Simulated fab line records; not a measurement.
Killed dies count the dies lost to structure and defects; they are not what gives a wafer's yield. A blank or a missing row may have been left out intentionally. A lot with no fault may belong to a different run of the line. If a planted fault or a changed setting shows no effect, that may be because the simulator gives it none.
fab line records	flow n5_finfet
[record] lots = 5	wafers = 14	last_day = 15
route steps=1938 shown BEOL_M6@1194
lots with no fault: from the same line, run without faults
start_h: start of the lot's first displayed wafer, in hours after the record's first day	wait_h: hours since the lot's step before	" as in the row above	L1.1+2: a single row standing in for several wafers	- either no value or no given start	* or withheld: withheld	< > ~ a bound
route shown NAME@n: NAME is a module with steps in the file, n the number in the route of the first one	usual: mean/standard deviation of fault-free wafers	same: alike in all rows	chamber/n: place in a boat	sites: readings site by site	_std_site: their standard deviation	_edge_site: outer sites' mean less inner sites'	radius_mm: how far each site lies from the wafer's centre	mask NAME#n: copy n	behind: the most recent tool/chamber to have shaped the wafer	hold: reason for holding the lot/hours on hold/outcome of the hold	device: the transistor (n, p or np) that didn't switch	end of line: the same wafers' tests at the end of the route	where a step has no rows: the recipe by itself	killed: dies lost to structure and defects at the first sort, not the wafer's yield	map: dies across one wafer; x = killed, . = not, _ = none there
set.NAME: setting as actually run; set.NAME@STEP: the setting as run at that earlier step	model.NAME: the simulator's own value behind a step, which no gauge read
lots at some steps of the route; a table a step, a row a wafer
services: the hour from which a tool's chamber was out of use, counted from the record's first day as start_h (under 0 if before that day), plus the number of hours and why
[[steps]]
[step N5_BEOL_M6_ILD_DEP_00]
[recipe] material = SiCOH_lowk	target_thk_a = 1797.5	temp_c = 300	precursor = DEMS/porogen	pressure_torr = 5	rf_w = 500	time_s = 33.4
[step N5_BEOL_M6_CURE_74]
[recipe] temp_c = 385	time_s = 240	ambient = He/Ar	material = SiCOH_lowk
[step N5_BEOL_M6_PECVD_70]
[recipe] material = SiO2	target_thk_a = 200	temp_c = 400	precursor = TEOS/O2	pressure_torr = 5.5	rf_w = 450	teos_flow_sccm = 53.8	gas = O2	flow_sccm = 3000	time_s = 22.7
[step N5_BEOL_M6_HM_DEP_02]
[recipe] material = TiN	target_thk_a = 200	temp_c = 25	chamber_pressure_pa = 0.49996
[step N5_BEOL_M6_COAT_59]
[recipe] resist = SOC	temp_c = 250	time_s = 60	spin_rpm = 1500	resist_thk_nm = 100
[step N5_BEOL_M6_COAT_60]
[recipe] resist = SiARC	temp_c = 220	time_s = 60	spin_rpm = 1500	resist_thk_nm = 35
[step N5_BEOL_M6_COAT_05]
[recipe] resist = CAR-ArF	spin_rpm = 1500	resist_thk_nm = 90
[step N5_BEOL_M6_EBR_07]
[recipe] solvent = PGMEA	ebr_width_mm = 1.5
[step N5_BEOL_M6_SOFTBAKE_06]
[recipe] temp_c = 110	time_s = 60	resist = CAR-ArF
[step N5_BEOL_M6_EXPOSE_08]
[recipe] mask_id = M6	na = 1.35	source_shape = dipole	sigma_inner = 0.817	sigma_outer = 0.97	polarization = te	dose_mj = 68.25
[usual] exposure_dose_mJ_cm2 = 68.19/0.076	reticle_temp_C = 23.00/0.1	stage_vel_mm_s = 500.03/0.27
[same] na = 1.35	sigma_inner = 0.817
lot.wafer	tool	chamber	start_h	wait_h	mask	exposure_dose_mJ_cm2	reticle_temp_C	stage_vel_mm_s
L614.2	arfi_scanner-01	0	190.84	-	M6#0	68.31	22.80	500.08
L614.5	"	0	"	"	M6#0	68.35	22.75	500.05
L617.2	arfi_scanner-01	0	217.30	-	M6#0	62.35	22.94	499.32
L617.3	"	0	"	"	M6#0	62.32	22.92	499.72
L617.4	"	0	"	"	M6#0	62.29	22.91	499.66
L618.3	arfi_scanner-01	0	222.17	-	M6#0	63.64	23.06	499.89
L618.4	"	0	"	"	M6#0	63.50	23.02	500.03
L618.5	"	0	"	"	M6#0	63.52	22.93	499.70
L619.1	arfi_scanner-01	0	225.36	-	M6#0	64.46	22.89	500.30
L619.2	"	0	"	"	M6#0	64.37	22.84	499.80
L619.6	"	0	"	"	M6#0	64.42	22.92	499.80
L626.2	arfi_scanner-02	0	261.62	-	M6#0	68.22	23.06	499.66
L626.3	"	0	"	"	M6#0	68.22	22.95	499.71
L626.4	"	0	"	"	M6#0	68.26	22.90	499.47
[step N5_BEOL_M6_PEB_09]
[recipe] peb_temp_c = withheld	peb_time_s = 60	resist = CAR-ArF
[step N5_BEOL_M6_DEVELOP_10]
[recipe] develop_time_s = 30	developer = TMAH	resist = CAR-ArF	rinse_liquid = diw	dry = air_spin	dev_temp_c = 23
[step N5_BEOL_M6_CD_MEAS_11]
[recipe] target_cd_nm = 38.5	landing_energy_ev = 500	detector = se_inlens	polarity = opening
[usual] cd_nm = 38.7/0.44
lot.wafer	tool	chamber	start_h	wait_h	cd_nm
L614.2	cd_sem-02	0	190.97	-	38.8
L614.5	"	0	"	"	37.7
L617.2	cd_sem-01	0	217.43	-	33.9
L617.3	"	0	"	"	34.3
L617.4	"	0	"	"	34.1
L618.3	cd_sem-02	0	222.29	-	36.0
L618.4	"	0	"	"	35.1
L618.5	"	0	"	"	35.0
L619.1	cd_sem-01	0	225.49	-	35.7
L619.2	"	0	"	"	35.4
L619.6	"	0	"	"	35.9
L626.2	cd_sem-03	0	261.75	-	38.1
L626.3	"	0	"	"	38.3
L626.4	"	0	"	"	38.7
[step N5_BEOL_M6_DESCUM_16]
[recipe] chemistry = O2	time_s = 7.9	source_power_w = 50	bias_power_w = 20	pressure_mtorr = 20	rf_frequency_hz = 2.712e+07	temp_c = 40	resist = CAR-ArF	o2_flow_sccm = 225
[step N5_BEOL_M6_ETCH_61]
[recipe] chemistry = CF4	target = SiARC	target_depth_a = 455	mask_material = CAR-ArF	time_s = 75.8	ion_energy_ev = 80	pressure_mtorr = 40	source_w = 545	bias_w = 36	Ar_flow_sccm = 100	cf4_flow_sccm = 100	ends = cleared
[usual] drypump_motor_current_A = 5.7/0.39	etch_rf_on_time_s = 74.1/2.2	oes_product_au = 0.71/0.042	rf_vpp_V = 184.6/1	showerhead_plenum_p_Torr = 2.18/0.063	throttle_valve_pct = 15.48/0.26
lot.wafer	tool	chamber	start_h	wait_h	drypump_motor_current_A	etch_rf_on_time_s	oes_product_au	rf_hours_counter_h	rf_vpp_V	showerhead_plenum_p_Torr	throttle_valve_pct	model.BEOL_M6.cd_offset_nm
L614.2	rie_diel-03	0	191.38	0.0	6.1	77.1	0.69	100	184.6	2.15	15.85	0.4
L614.5	"	0	"	"	6.1	77.2	0.69	-	185.2	2.15	15.86	-0.4
L617.2	rie_diel-06	2	217.70	0.0	5.1	73.6	0.73	46	183.7	2.17	15.13	-4.4
L617.3	"	1	"	"	6.1	74.6	0.67	117	182.8	2.07	15.57	-4.8
L617.4	"	3	"	"	5.8	69.8	0.73	86	185.5	2.25	15.41	-4.4
L618.3	rie_diel-03	3	222.41	0.0	5.6	74.7	0.71	68	184.4	2.16	15.34	-2.8
L618.4	"	1	"	"	5.7	72.3	0.77	29	185.5	2.26	15.43	-3.2
L618.5	"	0	"	"	6.1	77.2	0.68	-	183.2	2.15	15.88	-3.4
L619.1	rie_diel-06	1	225.61	0.0	6.1	74.3	0.67	120	182.9	2.06	15.61	-3.2
L619.2	"	2	"	"	5.1	73.2	0.73	48	184.3	2.16	15.13	-3
L619.6	"	3	"	"	5.8	69.7	0.72	-	185.8	2.25	15.40	-2.4
L626.2	rie_diel-03	3	261.87	0.0	5.7	74.8	0.69	81	183.7	2.16	15.37	-0.4
L626.3	"	1	"	"	5.7	71.3	0.76	43	186.0	2.26	15.46	0
L626.4	"	2	"	"	5.5	72.3	0.75	63	184.3	2.25	15.72	-0.4
[step N5_BEOL_M6_ETCH_62]
[recipe] chemistry = N2/H2	target = SOC	target_depth_a = 1100	overetch_a = 220	mask_material = SiARC	temp_c = 40	time_s = 165	ion_energy_ev = 200	pressure_mtorr = 30	source_w = 840	bias_w = 150	n2_flow_sccm = 200	h2_flow_sccm = 200
[step N5_BEOL_M6_STRIP_68]
[recipe] chemistry = N2/H2	temp_c = 40	n2_flow_sccm = 200	h2_flow_sccm = 200	rf_frequency_hz = 6e+07
[step N5_BEOL_M6_STRIP_67]
[recipe] chemistry = CF4	resist = SiARC	power_w = 300	bias_power_w = 75	pressure_mtorr = 50	cf4_flow_sccm = 150	rf_frequency_hz = 6e+07
[step N5_BEOL_M6_HM_OPEN_17]
[recipe] chemistry = Cl2/BCl3	target_depth_a = 200	overetch_a = 60	target = TiN	mask_material = SOC	ion_energy_ev = 150	pressure_mtorr = 10	icp_w = 1000	bias_w = 126	Cl2_flow_sccm = 53.25	bcl3_flow_sccm = 21.75	Ar_flow_sccm = 25
[usual] drypump_motor_current_A = 5.63/0.28	oes_product_au = 0.64/0.082	throttle_valve_pct = 22.21/0.16
lot.wafer	tool	chamber	start_h	wait_h	drypump_motor_current_A	oes_product_au	rf_hours_counter_h	throttle_valve_pct	model.BEOL_M6.cd_offset_nm
L614.2	rie_metal-01	0	191.62	0.0	6.03	0.59	72	22.21	0
L614.5	"	0	"	"	6.01	0.60	-	22.20	-0.8
L617.2	rie_metal-03	0	217.94	0.0	5.73	0.64	58	22.14	-4.6
L617.3	"	1	"	"	5.14	0.65	-	22.16	-4.8
L617.4	"	0	"	"	5.72	0.65	-	22.12	-4.4
L618.3	rie_metal-03	1	222.68	0.1	5.13	0.66	-	22.17	-2.8
L618.4	"	0	"	"	5.76	0.64	-	22.11	-3.2
L618.5	"	1	"	"	5.13	0.65	-	22.16	-3.6
L619.1	rie_metal-01	1	225.86	0.0	5.66	0.51	127	22.66	-3.2
L619.2	"	0	"	"	6.01	0.60	75	22.19	-3.2
L619.6	"	1	"	"	5.66	0.53	-	22.64	-2.4
L626.2	rie_metal-02	1	262.11	0.0	5.52	0.53	116	22.04	-0.4
L626.3	"	0	"	"	5.59	0.66	-	22.19	0
L626.4	"	1	"	"	5.53	0.52	-	22.06	0
[step N5_BEOL_M6_STRIP_19]
[recipe] chemistry = O2	power_w = 400	temp_c = 40	pressure_mtorr = 30	rf_frequency_hz = 6e+07	bias_power_w = 0	overash_fraction = 0.2	o2_flow_sccm = 225
[step N5_BEOL_M6_CD_MEAS_18]
[recipe] pitch_nm = 80	target_cd_nm = 40
[usual] cd_nm = 40.3/0.59
lot.wafer	tool	chamber	start_h	wait_h	cd_nm
L614.2	cd_sem-01	-	191.97	0.1	40.1
L614.5	"	-	"	"	39.0
L617.2	cd_sem-03	-	218.37	0.1	35.7
L617.3	"	-	"	"	35.2
L617.4	"	-	"	"	35.8
L618.3	cd_sem-03	-	222.84	0.1	36.7
L618.4	"	-	"	"	36.9
L618.5	"	-	"	"	36.1
L619.1	cd_sem-03	-	226.04	0.0	36.6
L619.2	"	-	"	"	36.7
L619.6	"	-	"	"	37.5
L626.2	cd_sem-01	-	262.36	0.1	39.6
L626.3	"	-	"	"	40.4
L626.4	"	-	"	"	39.9
[step N5_BEOL_M6_COAT_63]
[recipe] resist = SOC	temp_c = 250	time_s = 60	spin_rpm = 1500	resist_thk_nm = 60
[[services]]
tool	chamber	start_h	hours	kind
arfi_scanner-02	-	171.28	0.8	pm
rie_metal-01	1	186.18	2.5	repair
rie_diel-03	1	186.86	6.5	repair
arfi_scanner-02	-	187.38	6.0	pm
arfi_scanner-02	-	197.58	1.0	pm
rie_diel-03	1	202.38	5.7	repair
rie_diel-03	-	207.12	0.4	repair
arfi_scanner-02	-	212.57	1.3	pm
arfi_scanner-01	-	215.73	0.3	repair
arfi_scanner-01	-	216.05	0.9	repair
rie_metal-01	1	228.29	-	clean
rie_metal-01	1	228.29	16.9	scheduled_down
rie_metal-01	1	228.29	16.9	vent_cycle
arfi_scanner-01	-	229.24	2.0	repair
rie_metal-03	-	239.70	0.5	repair
arfi_scanner-02	-	240.92	1.0	pm
rie_diel-03	2	246.73	2.6	repair
rie_metal-01	-	255.61	1.0	repair
[[key]]
[first_sign] step = N5_BEOL_M6_EXPOSE_08	reading = exposure_dose_mJ_cm2	direction = down	sigmas = 62	usual = 68.19	struck = 63.43
[effect] step = N5_BEOL_M6_CD_MEAS_11	reading = cd_nm	direction = down	sigmas = 8.4	usual = 38.7	struck = 35.0	through = control_loop
[effect] step = N5_BEOL_M6_CD_MEAS_18	reading = cd_nm	direction = down	sigmas = 6.7	usual = 40.3	struck = 36.3	through = control_loop
[model_effect] step = N5_BEOL_M6_ETCH_61	value = BEOL_M6.cd_offset_nm	without = -0.1333	struck = -3.511
[model_effect] step = N5_BEOL_M6_HM_OPEN_17	value = BEOL_M6.cd_offset_nm	without = -0.2222	struck = -3.578
met_at N5_BEOL_M6_EXPOSE_08
struck_wafers L617.2,L617.3,L617.4,L618.3,L618.4,L618.5,L619.1,L619.2,L619.6
rows_end L617.2,L617.3,L617.4,L618.3,L618.4,L618.5,L619.1,L619.2,L619.6
[loop_trim] step = N5_BEOL_M6_EXPOSE_08	setting = dose	lots = L618,L619
onset_between 190.84 217.30
[fault] kind = process_parameter_drift	tool = arfi_scanner-01	chamber = -	onset_h = 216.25	steps = N5_BEOL_M6_EXPOSE_08	channel = dose_mj	offset = -5.8866	shape = step	acts_in = these_recipes_only	stated = 68.25
// rows_end: these wafers met a further fault down the route, and their rows from its step on are left out
// loop_trim: a control loop set the setting to another value than it would have without faults
